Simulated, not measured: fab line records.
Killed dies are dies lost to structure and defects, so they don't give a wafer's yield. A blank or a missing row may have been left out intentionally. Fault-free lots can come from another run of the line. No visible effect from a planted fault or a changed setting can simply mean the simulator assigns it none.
Split-lot experiment ; flow n5Finfet ; 7 lots, 39 wafers read, on a route of 1938 steps

## ON THE SPLIT
At N5_FIN_SAQP_ETCH_65 (etches SiO2 in CF4, target depth 4 nm, time 4.4 s), the setting timeS was moved away from the recipe's 4.4 s on 15 of the 39 wafers read, by -59.4% to -19.2%. All remaining wafers had this setting at the recipe value.

The reading is taken at the split's own step.

## THE READING
etch.depthNm (the simulator's own value, which no gauge read), in nm, at N5_FIN_SAQP_ETCH_65 (etches SiO2 in CF4, target depth 4 nm, time 4.4 s). There is no usual value for it anywhere in the file. The 24 wafers here that ran the recipe average 3.968 nm, standard deviation 0.086 nm.

wafer;tool, chamber at the split;timeS as run, s;against the recipe;etch.depthNm, nm;against lot-mates on the recipe
L074.1;rieSi-06, 0;3.557;-19.2%;3.339;-0.593
L074.2;rieSi-06, 3;4.4;recipe;3.981;-
L074.3;rieSi-06, 1;4.4;recipe;3.951;-
L074.4;rieSi-06, 2;4.4;recipe;3.864;-
L074.5;rieSi-06, 3;3.557;-19.2%;3.196;-0.736
L074.6;rieSi-06, 2;3.557;-19.2%;3.13;-0.802
L078.1;rieSi-01, 2;4.4;recipe;4.017;-
L078.2;rieSi-01, 3;4.4;recipe;3.969;-
L078.3;rieSi-01, 0;4.4;recipe;3.994;-
L078.4;rieSi-01, 1;4.4;recipe;3.817;-
L078.5;rieSi-01, 1;4.4;recipe;3.848;-
L078.6;rieSi-01, 0;4.4;recipe;3.989;-
L082.1;rieSi-06, 0;2.472;-43.8%;2.326;-1.751
L082.2;rieSi-06, 2;2.472;-43.8%;2.206;-1.871
L082.3;rieSi-06, 1;4.4;recipe;4.043;-
L082.4;rieSi-06, 3;4.4;recipe;4.036;-
L082.5;rieSi-06, 0;4.4;recipe;4.153;-
L082.6;rieSi-06, 3;2.472;-43.8%;2.258;-1.819
L086.1;rieSi-02, 3;2.726;-38.0%;2.59;-1.336
L086.2;rieSi-02, 2;2.726;-38.0%;2.443;-1.483
L086.3;rieSi-02, 1;4.4;recipe;3.943;-
L086.4;rieSi-02, 3;2.726;-38.0%;2.575;-1.351
L086.5;rieSi-02, 2,1;4.4;recipe;3.917;-
L086.6;rieSi-02, 2,1;4.4;recipe;3.917;-
L089.1;rieSi-01, 1;2.388;-45.7%;2.091;-1.831
L089.2;rieSi-01, 2;2.388;-45.7%;2.18;-1.742
L089.3;rieSi-01, 3;4.4;recipe;3.922;-
L089.4;rieSi-01, 0;2.388;-45.7%;2.17;-1.752
L089.5;rieSi-01, 1;4.4;recipe;3.853;-
L089.6;rieSi-01, 0;4.4;recipe;3.992;-
L092.2;rieSi-01, 0;4.4;recipe;4.043;-
L092.3;rieSi-01, 3;4.4;recipe;3.951;-
L092.5;rieSi-01, 1;4.4;recipe;3.834;-
L095.1;rieSi-06, 1;4.4;recipe;4.066;-
L095.2;rieSi-06, 3;1.788;-59.4%;1.644;-2.425
L095.3;rieSi-06, 0;1.788;-59.4%;1.693;-2.376
L095.4;rieSi-06, 2;1.788;-59.4%;1.594;-2.475
L095.5;rieSi-06, 0;4.4;recipe;4.129;-
L095.6;rieSi-06, 3;4.4;recipe;4.011;-
When a row names more than one chamber, that row covers several wafers, and the file does not tell which wafer ran in which chamber.

FIT RESULTS
A straight line over all 39 wafers: etch.depthNm changes by +0.039 nm for each +1% of timeS; r = +1.00; the points scatter about the line by 0.081 nm.
The same after taking each lot's own level away (the mean of its wafers on the recipe; 39 wafers): +0.0399 nm for each +1%; r = +1.00; scatter 0.079 nm.
According to that fit, moving timeS by its largest amount changes the reading by 2.4 nm.
Across the lots, their own levels run from 3.9223 to 4.0773 nm, a range of 1.8 times the standard deviation given above.
The two slopes agree, so the slope changes little with the lot-to-lot level.
Check: with one of the wafers moved furthest among these (-59.4%) left out of the fit, the line predicts -2.35 nm for it against its lot-mates. Against them it came out at -2.42 nm.

## OTHER SPLITS ON THESE WAFERS
Before the reading, these wafers also passed through other splits. Each is held against what the fit with the lots' levels taken away leaves over:
other split on the same wafers;wafers away from the commonest value;r with etch.depthNm (lot level and that fit taken away)
N5_ZERO_LAYER_DEVELOP_10 developTimeS;12;+0.13

## THE FILE'S OWN FIT
etch.depthNm changes by +0.0397 nm for each +1% of timeS, r = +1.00.
